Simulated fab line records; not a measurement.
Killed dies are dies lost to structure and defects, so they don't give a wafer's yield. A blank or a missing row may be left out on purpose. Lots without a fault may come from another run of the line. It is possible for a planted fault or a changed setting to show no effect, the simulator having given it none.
fab line records    flow n5-finfet    part 1 of 2: steps 1 to 17 of 25
record: lots: 5  wafers: 15  last-day: 16
route steps=1938 shown MOL_CONTACT_COAG@599
lots that met no fault: taken from a fault-free run of the same line
start-h: the number of hours between the record's first day and the start of the first shown wafer of the lot    wait-h: hours elapsed since this lot's preceding step    " as in the row above    L1.1+2: a single row standing in for several wafers    - either no value or no given start    * or withheld: withheld    < > ~ a bound
route shown NAME@n: a module of which the file shows steps, and the number in the route of the first    usual: mean and standard deviation over wafers with no fault    same: alike in all rows    chamber/n: place in a boat    sites: readings site by site    _std_site: standard deviation across them    _edge_site: inner sites' mean taken away from outer sites' mean    radius-mm: for every site, how far away it sits from the centre of the wafer    mask NAME#n: copy n    behind: tool/chamber where the wafer was last shaped    hold: the reason the lot was held/the length of the hold in hours/how it ended    device: transistor that didn't switch, given as n, p or np    end of line: the tests these same wafers got at the end of their route    step lacking rows: just its recipe    killed: not the wafer's yield, but the dies lost to structure and defects at the first sort    map: per-die view of a wafer (x killed, . not killed, _ where there is no die)
set.NAME: the setting as run; set.NAME@STEP: as run at that earlier step    model.NAME: the simulator's own value behind a step, which no gauge read
a table for each step, a row for each wafer; lots at some steps of the route
services: when a tool's chamber went out of use (start-h, in hours from the record's first day, below 0 if earlier), for how many hours, and the reason
== steps ==
step: N5_MOL_CONTACT_COAG_EXPOSE_37
recipe: mask-id: VD  na: 0.33  source-shape: annular  sigma-inner: 0.3  sigma-outer: 0.7  polarization: unpolarized  defocus-nm: 0  dose-mj: 62
usual: exposure-dose-mJ-cm2: 61.95/0.078  reticle-temp-C: 22.97/0.11  stage-msd-nm: 0.85/0.031
same: na: 0.33
lot.wafer  tool            chamber  start-h  wait-h  mask  exposure-dose-mJ-cm2  reticle-temp-C  stage-msd-nm
L074.2     euv-scanner-02  0        102.02   -       VD#0  62.04                 22.98           0.90
L074.4     "               0        "        "       VD#0  62.04                 22.93           0.90
L074.5     "               0        "        "       VD#0  62.00                 22.85           0.90
L075.1     euv-scanner-01  0        116.40   -       VD#0  61.91                 22.92           0.82
L075.3     "               0        "        "       VD#0  61.88                 23.04           0.82
L075.5     "               0        "        "       VD#0  61.85                 22.90           0.82
L076.2     euv-scanner-02  0        118.12   -       VD#0  61.99                 22.97           0.89
L076.3     "               0        "        "       VD#0  61.95                 22.97           0.89
L076.6     "               0        "        "       VD#0  61.99                 23.01           0.89
L078.2     euv-scanner-02  0        124.69   -       VD#0  62.04                 23.04           0.89
L078.5     "               0        "        "       VD#0  62.06                 23.11           0.89
L078.6     "               0        "        "       VD#0  61.97                 23.11           0.89
L081.2     euv-scanner-01  0        146.03   -       VD#0  61.99                 23.01           0.81
L081.5     "               0        "        "       VD#0  61.97                 22.84           0.81
L081.6     "               0        "        "       VD#0  61.94                 23.07           0.82
step: N5_MOL_CONTACT_COAG_PEB_38
recipe: peb-temp-c: 100  peb-time-s: 60  resist: CAR-EUV
same: peb-time-s: 60
lot.wafer   tool            chamber  start-h  wait-h
L074.2+4+5  litho-track-05  0        102.09   0.1
L075.1+3+5  litho-track-03  0        116.48   0.1
L076.2+3+6  litho-track-03  0        118.20   0.1
L078.2+5+6  litho-track-03  0        124.76   0.1
L081.2+5+6  litho-track-04  0        146.09   0.1
step: N5_MOL_CONTACT_COAG_DEVELOP_39
recipe: develop-time-s: 30  developer: TMAH  resist: CAR-EUV  rinse-liquid: surfactant-rinse  dry: air-spin  dev-temp-c: 23
lot.wafer   tool            chamber  start-h  wait-h
L074.2+4+5  litho-track-05  0        -        -
L075.1+3+5  litho-track-03  0        -        -
L076.2+3+6  litho-track-03  0        -        -
L078.2+5+6  litho-track-03  0        -        -
L081.2+5+6  litho-track-04  0        -        -
step: N5_MOL_CONTACT_COAG_CD_MEAS_40
recipe: target-cd-nm: 25.1  landing-energy-ev: 500  detector: se-inlens  polarity: opening
usual: cd-nm: 25.05/0.22
lot.wafer  tool       chamber  start-h  wait-h  cd-nm
L074.2     cd-sem-01  0        102.16   -       25.40
L074.4     "          0        "        "       25.11
L074.5     "          0        "        "       24.83
L075.1     cd-sem-03  0        116.55   -       25.44
L075.3     "          0        "        "       25.04
L075.5     "          0        "        "       24.93
L076.2     cd-sem-02  0        118.26   -       25.20
L076.3     "          0        "        "       24.92
L076.6     "          0        "        "       25.36
L078.2     cd-sem-03  0        124.82   -       25.12
L078.5     "          0        "        "       25.14
L078.6     "          0        "        "       24.84
L081.2     cd-sem-03  0        146.16   -       24.99
L081.5     "          0        "        "       25.17
L081.6     "          0        "        "       25.16
step: N5_MOL_CONTACT_COAG_OVL_MEAS_41
recipe: points-per-wafer: 522
usual: VD_OVL: -0.1/0.73
lot.wafer  tool        chamber  start-h  wait-h  VD_OVL[nm]
L074.2     overlay-01  0        102.19   0.0     -0.7
L074.4     "           0        "        "       -0.2
L074.5     "           0        "        "       0.7
L075.1     overlay-02  0        116.58   0.0     0.2
L075.3     "           0        "        "       0.9
L075.5     "           0        "        "       0.1
L076.2     overlay-02  0        118.30   0.0     1.1
L076.3     "           0        "        "       0.4
L076.6     "           0        "        "       0.9
L078.2     overlay-01  0        124.86   0.0     0.5
L078.5     "           0        "        "       -1.0
L078.6     "           0        "        "       0.5
L081.2     overlay-01  0        146.20   0.0     0.5
L081.5     "           0        "        "       -0.4
L081.6     "           0        "        "       0.1
step: N5_MOL_CONTACT_COAG_INSPECT_42
recipe: mode: adi  inspect-instrument: brightfield
usual: raw-defect-count: 191/55
lot.wafer  tool               chamber  start-h  wait-h  raw-defect-count
L074.2     defect-inspect-02  -        102.24   0.0     199
L074.4     "                  -        "        "       194
L074.5     "                  -        "        "       184
L075.1     defect-inspect-02  -        116.63   0.1     192
L075.3     "                  -        "        "       188
L075.5     "                  -        "        "       223
L076.2     defect-inspect-01  -        118.35   0.0     193
L076.3     "                  -        "        "       224
L076.6     "                  -        "        "       165
L078.2     defect-inspect-01  -        124.91   0.0     147
L078.5     "                  -        "        "       120
L078.6     "                  -        "        "       110
L081.2     defect-inspect-01  -        146.25   0.0     327
L081.5     "                  -        "        "       259
L081.6     "                  -        "        "       293
step: N5_MOL_CONTACT_COAG_DESCUM_45
recipe: chemistry: O2  time-s: 7  source-power-w: 50  bias-power-w: 20  pressure-mtorr: 20  rf-frequency-hz: 2.712e+07  temp-c: 40  resist: CAR-EUV  o2-flow-sccm: 225
usual: drypump-motor-current-A: 5.8/0.5  o2-flow-sccm: 224.9/0.68  oes-product-au: 0.77/0.093  rf-vpp-V: 242.7/1.4  showerhead-plenum-p-Torr: 2.07/0.069  throttle-valve-pct: 20.45/0.3
lot.wafer  tool         chamber  start-h  wait-h  drypump-motor-current-A  o2-flow-sccm  oes-product-au  rf-hours-counter-h  rf-vpp-V  showerhead-plenum-p-Torr  throttle-valve-pct
L074.2     rie-diel-03  0        102.28   0.0     5.7                      224.9         0.71            199                 241.4     2.00                      20.44
L074.4     "            1        "        "       5.2                      225.1         0.70            227                 243.6     2.16                      20.43
L074.5     "            2        "        "       5.3                      223.0         0.80            -                   241.3     2.03                      20.09
L075.1     rie-diel-01  0        116.67   0.0     6.4                      224.3         0.73            169                 244.4     2.16                      20.62
L075.3     "            2        "        "       6.5                      223.9         0.78            135                 243.3     2.03                      20.90
L075.5     "            1        "        "       5.8                      224.7         0.96            -                   243.7     2.05                      20.40
L076.2     rie-diel-03  1        118.54   0.2     5.2                      224.6         0.69            232                 244.9     2.15                      20.43
L076.3     "            2        "        "       5.3                      223.7         0.77            101                 242.4     2.03                      20.08
L076.6     "            0        "        "       5.6                      224.8         0.70            -                   241.7     2.00                      20.46
L078.2     rie-diel-03  3        125.02   0.1     6.5                      225.5         0.73            189                 244.2     2.17                      20.46
L078.5     "            0        "        "       5.7                      224.8         0.70            -                   241.0     2.00                      20.47
L078.6     "            1        "        "       5.2                      226.2         0.70            -                   245.1     2.15                      20.43
L081.2     rie-diel-03  3        146.29   0.0     6.5                      225.3         0.72            195                 244.6     2.17                      20.48
L081.5     "            3        "        "       6.5                      224.4         0.72            -                   245.1     2.17                      20.49
L081.6     "            2        "        "       5.2                      225.9         0.78            -                   240.6     2.03                      20.08
step: N5_MOL_CONTACT_COAG_ETCH_65
recipe: chemistry: N2/H2  target: underlayer  target-depth-a: 130  mask-material: CAR-EUV  time-s: 10.4  ion-energy-ev: 200  pressure-mtorr: 30  source-w: 840  bias-w: 150  n2-flow-sccm: 200  h2-flow-sccm: 200  ends: cleared
usual: drypump-motor-current-A: 5.8/0.5  etch-rf-on-time-s: 10.55/0.19  oes-product-au: 0.66/0.077  rf-vpp-V: 523.0/2.4  showerhead-plenum-p-Torr: 2.51/0.09  throttle-valve-pct: 17.85/0.3
lot.wafer  tool         chamber  start-h  wait-h  drypump-motor-current-A  etch-rf-on-time-s  oes-product-au  rf-hours-counter-h  rf-vpp-V  showerhead-plenum-p-Torr  throttle-valve-pct
L074.2     rie-diel-03  0        102.31   0.0     5.6                      10.58              0.60            199                 521.0     2.44                      17.93
L074.4     "            1        "        "       5.2                      10.61              0.60            227                 525.4     2.62                      17.89
L074.5     "            2        "        "       5.3                      10.39              0.69            -                   520.5     2.46                      17.48
L075.1     rie-diel-01  0        116.70   0.0     6.4                      10.77              0.62            169                 526.9     2.63                      18.00
L075.3     "            2        "        "       6.5                      10.55              0.66            135                 522.0     2.44                      18.31
L075.5     "            1        "        "       5.8                      10.19              0.84            -                   523.2     2.50                      17.76
L076.2     rie-diel-03  1        118.57   0.0     5.2                      10.52              0.60            232                 526.5     2.62                      17.90
L076.3     "            2        "        "       5.3                      10.36              0.69            101                 520.5     2.46                      17.50
L076.6     "            0        "        "       5.6                      10.71              0.59            -                   520.5     2.44                      17.96
L078.2     rie-diel-03  3        125.06   0.0     6.5                      10.72              0.61            189                 524.6     2.64                      17.99
L078.5     "            0        "        "       5.6                      10.63              0.60            -                   520.9     2.44                      17.96
L078.6     "            1        "        "       5.2                      10.51              0.59            -                   524.7     2.62                      17.91
L081.2     rie-diel-03  3        146.32   0.0     6.5                      10.92              0.61            195                 526.5     2.64                      18.00
L081.5     "            3        "        "       6.5                      10.82              0.61            -                   526.0     2.64                      17.99
L081.6     "            2        "        "       5.3                      10.52              0.68            -                   521.1     2.45                      17.50
step: N5_MOL_CONTACT_COAG_ETCH_66
recipe: chemistry: CF4  target: SiARC  target-depth-a: 130  mask-material: CAR-EUV  time-s: 21.7  ion-energy-ev: 80  pressure-mtorr: 40  source-w: 545  bias-w: 36  Ar_flow_sccm: 100  cf4-flow-sccm: 100  ends: cleared
usual: drypump-motor-current-A: 5.8/0.5  etch-rf-on-time-s: 22.1/0.36  mfc-ar-sccm: 100.03/0.29  oes-product-au: 0.65/0.077  rf-vpp-V: 183.7/1.3  showerhead-plenum-p-Torr: 2.12/0.069  throttle-valve-pct: 15.59/0.28
lot.wafer  tool         chamber  start-h  wait-h  drypump-motor-current-A  etch-rf-on-time-s  mfc-ar-sccm  oes-product-au  rf-hours-counter-h  rf-vpp-V  showerhead-plenum-p-Torr  throttle-valve-pct
L074.2     rie-diel-03  0        102.33   0.0     5.6                      22.1               99.69        0.60            199                 180.8     2.05                      15.62
L074.4     "            1        "        "       5.2                      21.8               100.24       0.60            227                 185.5     2.20                      15.62
L074.5     "            2        "        "       5.2                      22.0               100.01       0.68            -                   184.5     2.07                      15.26
L075.1     rie-diel-01  0        116.72   0.0     6.4                      22.3               100.17       0.62            169                 184.3     2.23                      15.88
L075.3     "            2        "        "       6.5                      21.8               100.09       0.66            135                 184.0     2.07                      15.96
L075.5     "            1        "        "       5.8                      21.5               100.30       0.82            -                   183.0     2.10                      15.52
L076.2     rie-diel-03  1        118.59   0.0     5.2                      21.9               100.45       0.60            232                 185.7     2.20                      15.62
L076.3     "            2        "        "       5.3                      22.0               100.64       0.67            101                 183.8     2.07                      15.26
L076.6     "            0        "        "       5.6                      22.2               100.02       0.59            -                   181.1     2.04                      15.59
L078.2     rie-diel-03  3        125.08   0.0     6.5                      22.3               100.77       0.62            189                 185.2     2.21                      15.60
L078.5     "            0        "        "       5.6                      22.4               100.39       0.59            -                   182.2     2.04                      15.60
L078.6     "            1        "        "       5.2                      22.1               99.97        0.59            -                   185.5     2.20                      15.64
L081.2     rie-diel-03  3        146.34   0.0     6.5                      22.2               100.82       0.62            195                 184.4     2.21                      15.60
L081.5     "            3        "        "       6.5                      22.3               100.23       0.62            -                   185.0     2.21                      15.61
L081.6     "            2        "        "       5.3                      21.8               100.13       0.67            -                   184.0     2.07                      15.29
step: N5_MOL_CONTACT_COAG_ALD_133
recipe: material: SiO2  target-thk-a: 50  temp-c: 100  ald-precursor-family: BDEAS  ald-co-reactant: O2-plasma  pulse-time-s: 1  co-reactant-pulse-time-s: 1  purge-time-s: 2  co-reactant-purge-time-s: 2  ald-cycles: 35  pressure-torr: 2
usual: heater-power-outer-w: 42/6  heater-power-w: 82/8.7  precursor-pulse-height-rel: 0.998/0.02
lot.wafer  tool        chamber  start-h  wait-h  heater-power-outer-w  heater-power-w  precursor-pulse-height-rel
L074.2     ald-sin-01  0        102.63   0.3     57                    108             0.987
L074.4     "           1        "        "       38                    85              1.012
L074.5     "           3        "        "       42                    81              1.029
L075.1     ald-sin-02  3        116.80   0.1     43                    81              1.003
L075.3     "           2        "        "       35                    75              1.031
L075.5     "           0        "        "       35                    72              1.034
L076.2     ald-sin-01  1        118.67   0.1     38                    85              1.005
L076.3     "           0        "        "       58                    101             0.999
L076.6     "           2        "        "       42                    77              1.000
L078.2     ald-sin-01  3        125.16   0.1     43                    80              1.001
L078.5     "           2        "        "       42                    74              1.020
L078.6     "           3        "        "       41                    83              0.975
L081.2     ald-sin-02  0        146.49   0.1     37                    73              1.001
L081.5     "           3        "        "       41                    80              0.990
L081.6     "           0        "        "       35                    73              1.005
step: N5_MOL_CONTACT_COAG_ETCHBACK_134
recipe: chemistry: CHF3  target: SiO2  target-depth-a: 100  time-s: 6.7  ion-energy-ev: 200  pressure-mtorr: 30  source-w: 610  bias-w: 170  Ar_flow_sccm: 200  CHF3_flow_sccm: 50
usual: drypump-motor-current-A: 5.9/0.48  mfc-ar-sccm: 200.1/0.6  oes-product-au: 0.78/0.095  rf-vpp-V: 526/8.1  showerhead-plenum-p-Torr: 2.35/0.076  throttle-valve-pct: 18.74/0.28
lot.wafer  tool         chamber  start-h  wait-h  drypump-motor-current-A  mfc-ar-sccm  oes-product-au  rf-hours-counter-h  rf-vpp-V  showerhead-plenum-p-Torr  throttle-valve-pct
L074.2     rie-diel-01  3        102.82   0.1     6.0                      200.8        1.00            6                   522       2.35                      18.25
L074.4     "            2        "        "       6.5                      200.7        0.78            -                   523       2.28                      18.98
L074.5     "            2        "        "       6.5                      199.6        0.78            -                   523       2.28                      18.99
L075.1     rie-diel-01  3        116.98   0.1     5.9                      200.4        0.97            12                  522       2.34                      18.24
L075.3     "            2        "        "       6.5                      199.0        0.77            135                 523       2.28                      18.99
L075.5     "            3        "        "       5.9                      199.9        0.97            -                   523       2.34                      18.24
L076.2     rie-diel-03  1        118.85   0.1     5.2                      200.5        0.69            232                 526       2.45                      18.75
L076.3     "            0        "        "       5.7                      200.0        0.70            205                 524       2.27                      18.71
L076.6     "            0        "        "       5.6                      200.8        0.69            -                   525       2.27                      18.73
L078.2     rie-diel-04  3        125.34   0.1     5.2                      200.2        0.71            215                 542       2.27                      18.62
L078.5     "            1        "        "       6.4                      200.0        0.67            -                   537       2.45                      18.77
L078.6     "            3        "        "       5.2                      199.4        0.71            -                   543       2.27                      18.61
L081.2     rie-diel-01  0        146.86   0.3     6.4                      199.8        0.72            179                 513       2.48                      19.05
L081.5     "            2        "        "       6.5                      200.2        0.76            -                   523       2.28                      19.04
L081.6     "            1        "        "       5.8                      199.4        0.92            -                   528       2.32                      18.66
step: N5_MOL_CONTACT_COAG_ETCH_67
recipe: chemistry: N2/H2  target: SOC  target-depth-a: 600  overetch-a: 210  mask-material: SiARC  temp-c: 40  time-s: 101.2  ion-energy-ev: 200  pressure-mtorr: 30  source-w: 840  bias-w: 150  n2-flow-sccm: 200  h2-flow-sccm: 200
usual: drypump-motor-current-A: 5.9/0.48  oes-product-au: 0.66/0.073  rf-vpp-V: 522.9/2.4  showerhead-plenum-p-Torr: 2.50/0.081  throttle-valve-pct: 17.8/0.34
lot.wafer  tool         chamber  start-h  wait-h  drypump-motor-current-A  oes-product-au  rf-hours-counter-h  rf-vpp-V  showerhead-plenum-p-Torr  throttle-valve-pct
L074.2     rie-diel-01  3        102.87   0.0     5.9                      0.82            6                   522.2     2.48                      17.1
L074.4     "            2        "        "       6.6                      0.66            -                   521.0     2.45                      18.2
L074.5     "            2        "        "       6.6                      0.65            -                   521.7     2.45                      18.3
L075.1     rie-diel-01  3        117.02   0.0     5.9                      0.81            12                  522.4     2.47                      17.2
L075.3     "            2        "        "       6.6                      0.65            135                 521.1     2.44                      18.3
L075.5     "            3        "        "       6.0                      0.80            -                   523.2     2.47                      17.1
L076.2     rie-diel-03  1        118.88   0.0     5.2                      0.58            232                 525.6     2.62                      17.9
L076.3     "            0        "        "       5.6                      0.59            205                 520.7     2.44                      17.9
L076.6     "            0        "        "       5.6                      0.60            -                   520.6     2.44                      17.9
L078.2     rie-diel-04  3        125.37   0.0     5.2                      0.60            215                 520.4     2.40                      17.6
L078.5     "            1        "        "       6.4                      0.58            -                   527.4     2.62                      18.0
L078.6     "            3        "        "       5.2                      0.60            -                   519.7     2.40                      17.6
L081.2     rie-diel-01  0        146.90   0.0     6.4                      0.61            179                 526.6     2.62                      18.0
L081.5     "            2        "        "       6.6                      0.64            -                   519.6     2.44                      18.3
L081.6     "            1        "        "       5.7                      0.77            -                   520.3     2.49                      17.7
step: N5_MOL_CONTACT_COAG_STRIP_68
recipe: chemistry: N2/H2  temp-c: 40  n2-flow-sccm: 200  h2-flow-sccm: 200  rf-frequency-hz: 6e+07
lot.wafer   tool         chamber  start-h  wait-h
L074.2+4+5  rie-diel-01  3,2,2    102.97   0.1
L075.1+3+5  rie-diel-01  3,2,3    117.09   0.0
L076.2+3+6  rie-diel-03  1,0,0    118.95   0.0
L078.2+5+6  rie-diel-04  3,1,3    125.44   0.0
L081.2+5+6  rie-diel-01  0,2,1    146.97   0.0
step: N5_MOL_CONTACT_COAG_STRIP_69
recipe: chemistry: N2/H2  temp-c: 40  n2-flow-sccm: 200  h2-flow-sccm: 200  rf-frequency-hz: 6e+07
lot.wafer   tool         chamber  start-h  wait-h
L074.2+4+5  rie-diel-01  3,2,2    102.99   0.0
L075.1+3+5  rie-diel-01  3,2,3    117.10   0.0
L076.2+3+6  rie-diel-03  1,0,0    118.96   0.0
L078.2+5+6  rie-diel-04  3,1,3    125.45   0.0
L081.2+5+6  rie-diel-01  0,2,1    146.98   0.0
step: N5_MOL_CONTACT_COAG_ETCHBACK_136
recipe: chemistry: CHF3  target: SiO2  target-depth-a: 250  time-s: 16.7  ion-energy-ev: 200  pressure-mtorr: 30  source-w: 610  bias-w: 170  Ar_flow_sccm: 200  CHF3_flow_sccm: 50
usual: drypump-motor-current-A: 5.9/0.48  mfc-ar-sccm: 200.0/0.59  oes-product-au: 0.78/0.095  rf-vpp-V: 526/8.2  showerhead-plenum-p-Torr: 2.35/0.076  throttle-valve-pct: 18.74/0.28
lot.wafer  tool         chamber  start-h  wait-h  drypump-motor-current-A  mfc-ar-sccm  oes-product-au  rf-hours-counter-h  rf-vpp-V  showerhead-plenum-p-Torr  throttle-valve-pct
L074.2     rie-diel-01  3        103.00   0.0     5.9                      200.2        0.99            6                   524       2.35                      18.24
L074.4     "            2        "        "       6.6                      199.3        0.78            -                   523       2.28                      18.98
L074.5     "            2        "        "       6.6                      199.9        0.79            -                   520       2.28                      18.99
L075.1     rie-diel-01  3        117.11   0.0     6.0                      199.7        0.97            12                  523       2.34                      18.25
L075.3     "            2        "        "       6.5                      198.8        0.77            135                 521       2.28                      19.01
L075.5     "            3        "        "       5.9                      200.2        0.98            -                   523       2.34                      18.24
L076.2     rie-diel-03  1        118.97   0.0     5.2                      200.3        0.70            232                 528       2.45                      18.73
L076.3     "            0        "        "       5.6                      200.3        0.69            205                 524       2.27                      18.71
L076.6     "            0        "        "       5.6                      199.5        0.70            -                   525       2.27                      18.71
L078.2     rie-diel-04  3        125.46   0.0     5.2                      200.8        0.71            215                 543       2.26                      18.63
L078.5     "            1        "        "       6.4                      199.4        0.66            -                   537       2.45                      18.79
L078.6     "            3        "        "       5.2                      202.2        0.70            -                   544       2.27                      18.63
L081.2     rie-diel-01  0        146.99   0.0     6.4                      200.6        0.72            179                 513       2.48                      19.04
L081.5     "            2        "        "       6.6                      200.0        0.76            -                   522       2.28                      19.03
L081.6     "            1        "        "       5.8                      199.9        0.92            -                   530       2.32                      18.64
step: N5_MOL_CONTACT_COAG_STRIP_120
recipe: chemistry: CHF3  resist: SiARC  rf-frequency-hz: 6e+07
lot.wafer   tool         chamber  start-h  wait-h
L074.2+4+5  rie-diel-01  3,2,2    103.04   0.0
L075.1+3+5  rie-diel-01  3,2,3    117.13   0.0
L076.2+3+6  rie-diel-03  1,0,0    119.00   0.0
L078.2+5+6  rie-diel-04  3,1,3    125.48   0.0
L081.2+5+6  rie-diel-01  0,2,1    147.01   0.0
step: N5_MOL_CONTACT_COAG_VIA_ETCH_117
recipe: chemistry: C4F6/O2  target-depth-a: 400  overetch-a: 80  mask-material: SOC  target: SiO2  bias-w: 455  pressure-mtorr: 10  time-s: 26  source-w: 325  Ar_flow_sccm: 300  C4F6_flow_sccm: 10  O2_flow_sccm: 10  ion-energy-ev: 575.3  ends: end-point
usual: drypump-motor-current-A: 5.9/0.48  mfc-ar-sccm: 299.9/0.93  oes-product-au: 0.71/0.074  rf-vpp-V: 1593/22  showerhead-plenum-p-Torr: 2.80/0.09  throttle-valve-pct: 41.1/0.41
lot.wafer  tool         chamber  start-h  wait-h  drypump-motor-current-A  mfc-ar-sccm  oes-product-au  rf-hours-counter-h  rf-vpp-V  showerhead-plenum-p-Torr  throttle-valve-pct
L074.2     rie-diel-01  3        103.05   0.0     5.9                      300.2        0.87            6                   1585      2.80                      40.8
L074.4     "            2        "        "       6.6                      299.3        0.70            -                   1582      2.73                      41.4
L074.5     "            2        "        "       6.6                      298.5        0.70            -                   1581      2.73                      41.4
L075.1     rie-diel-01  3        117.14   0.0     6.0                      299.5        0.85            12                  1583      2.80                      40.8
L075.3     "            2        "        "       6.5                      300.8        0.70            135                 1583      2.72                      41.4
L075.5     "            3        "        "       6.0                      299.1        0.85            -                   1584      2.80                      40.8
L076.2     rie-diel-03  1        119.01   0.0     5.2                      300.7        0.63            232                 1596      2.92                      41.2
L076.3     "            0        "        "       5.6                      300.2        0.64            205                 1587      2.71                      41.2
L076.6     "            0        "        "       5.7                      300.1        0.64            -                   1587      2.71                      41.2
L078.2     rie-diel-04  3        125.49   0.0     5.2                      298.8        0.65            215                 1637      2.70                      40.7
L078.5     "            1        "        "       6.4                      300.3        0.63            -                   1626      2.93                      41.3
L078.6     "            3        "        "       5.2                      298.0        0.65            -                   1635      2.70                      40.7
L081.2     rie-diel-01  0        147.02   0.0     6.4                      300.6        0.66            179                 1558      2.95                      41.7
L081.5     "            2        "        "       6.5                      299.2        0.69            -                   1582      2.72                      41.4
L081.6     "            1        "        "       5.7                      298.7        0.82            -                   1602      2.77                      40.7
